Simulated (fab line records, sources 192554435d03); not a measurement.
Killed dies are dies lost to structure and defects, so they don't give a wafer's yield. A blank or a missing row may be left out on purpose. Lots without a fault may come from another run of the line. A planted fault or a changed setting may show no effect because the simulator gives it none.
A struck lot beside a sound one | flow n5_finfet | 15 steps out of a route of 1938
Sound: wafers L662.1, L662.3, L662.6. Struck: wafers L671.1, L671.3, L671.4. The cause comes at the end.
At each step with rows: each side's tool, then ch and its chambers, then its first start. Under that, the readings that differ: sound wafers | struck wafers | difference of the means | sigmas: that difference in standard deviations of wafers without a fault.
alike: readings whose means differ by less than 2 such deviations, and words and numbers that are the same on both sides. not compared: withheld readings, readings that some wafer has no value for, bounds like >300 that may hide the same value, and numbers for which the record gives no deviation and whose values overlap.
The two part at a step that has a row with sigmas, a row that says differs or no value, or rows on one side only. Numbers that don't overlap but have no deviation are shown without sigmas and don't part them. A reading that every wafer of one side lacks parts them only if that side has two wafers or more.

N5_BEOL_M8_TRENCH_ETCH_37: etches SiCOH lowk in C4F6/O2, target depth 93.478 nm, time 31.2 s.
  sound on rie_diel-04 ch 2,3; struck on rie_diel-05 ch 1,2,3
  alike: drypump_motor_current_A, oes_ar_750_au, oes_f_703_au, oes_product_au, rf_vpp_V, showerhead_plenum_p_Torr, throttle_valve_pct
  not compared: rf_hours_counter_h
N5_BEOL_M8_ETCH_41: etches SiCN in CH3F/O2, target depth 31.9 nm, time 57.8 s.
  sound on rie_diel-04 ch 2,3; struck on rie_diel-05 ch 1,2,3
  alike: drypump_motor_current_A, oes_product_au, rf_vpp_V, showerhead_plenum_p_Torr, throttle_valve_pct
  not compared: rf_hours_counter_h
then, 1 step without rows for these wafers: N5_BEOL_M8_STRIP_80 (strips in N2/H2, time 10 s).
N5_BEOL_M8_OCD_MEAS_38:
  sound on ocd-02, day 9 18:41; struck on ocd-01, day 11 14:37
  alike: trench_depth_nm
then, 4 steps without rows for these wafers: N5_BEOL_M8_HM_STRIP_39 (strips TiN in peroxide tin strip, target depth 25 nm, time 158 s); N5_BEOL_M8_SRD_40 (time 30 s); N5_BEOL_M8_PRECLEAN_42 (cleans in residue remover, time 60 s); N5_BEOL_M8_SRD_43 (time 30 s).
N5_BEOL_M8_CD_MEAS_35: target cd 40 nm.
  sound on cd_sem-02, day 9 18:50; struck on cd_sem-01, day 11 14:46
  alike: cd_nm
N5_BEOL_M8_CURE_75: cures SiCOH lowk, time 120 s.
  sound on uv_cure-03 ch 0, day 9 18:53; struck on uv_cure-01 ch 2, day 11 14:49
  alike: lamp_power_pct, wafer_temp_C_max
then, 1 step without rows for these wafers: N5_BEOL_M8_DEGAS_44 (time 60 s).
N5_BEOL_M8_PRE_CLEAN_45: time 30 s.
  sound on pvd_sputter-02, day 9 20:45; struck on pvd_sputter-01, day 11 15:31
  alike: heater_power_w, susceptor_temp_C
N5_BEOL_M8_ALD_77: deposits TaN, target thk 2 nm, pulse time 2 s, purge time 3 s.
  sound on ald_metal-02 ch 1,2,3, day 9 20:49; struck on ald_metal-02 ch 0,1,2, day 11 15:35
  reading              | sound                | struck               | difference | sigmas
  susceptor_temp_C (C) | 274.86 275.06 275.10 | 258.68 258.65 258.96 | -16.24     | -90
  alike: heater_power_outer_w, heater_power_w
N5_BEOL_M8_SURFACE_TREAT_79:
  sound on pvd_sputter-02, day 9 21:07; struck on pvd_sputter-01, day 11 16:02
  not compared: throttle_valve_pct
-- the record jumps here: 3 days lie between the struck wafers' starts before and after (it left off in module BEOL_M8 and takes up again in module PASSIVATION, whose first step shown is number 1936 of the route) --
N5_PASSIVATION_PROBE_49:
  sound on prober-01, day 13 01:38; struck on prober-02, day 14 15:36
  alike: defect_limited_yield, killed_at_M0_to_M3, killed_at_M4_up, killed_at_contacts, killed_at_front_end, killed_at_other, killed_dies, killed_on_rim, killed_open, killed_short, sort_bin_5_function, sort_bin_6_memory, sort_bin_8_speed, sort_n_pass, sort_yield_pct

WHERE THEY PART
Only at N5_BEOL_M8_ALD_77, within this record. Later steps at which nothing parts them and some readings are alike: N5_PASSIVATION_PROBE_49.

WHY: what the simulator had put in
Process parameter drift: ald_metal-02, from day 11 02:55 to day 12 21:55, at N5_BEOL_M8_ALD_77. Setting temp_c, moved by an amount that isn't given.
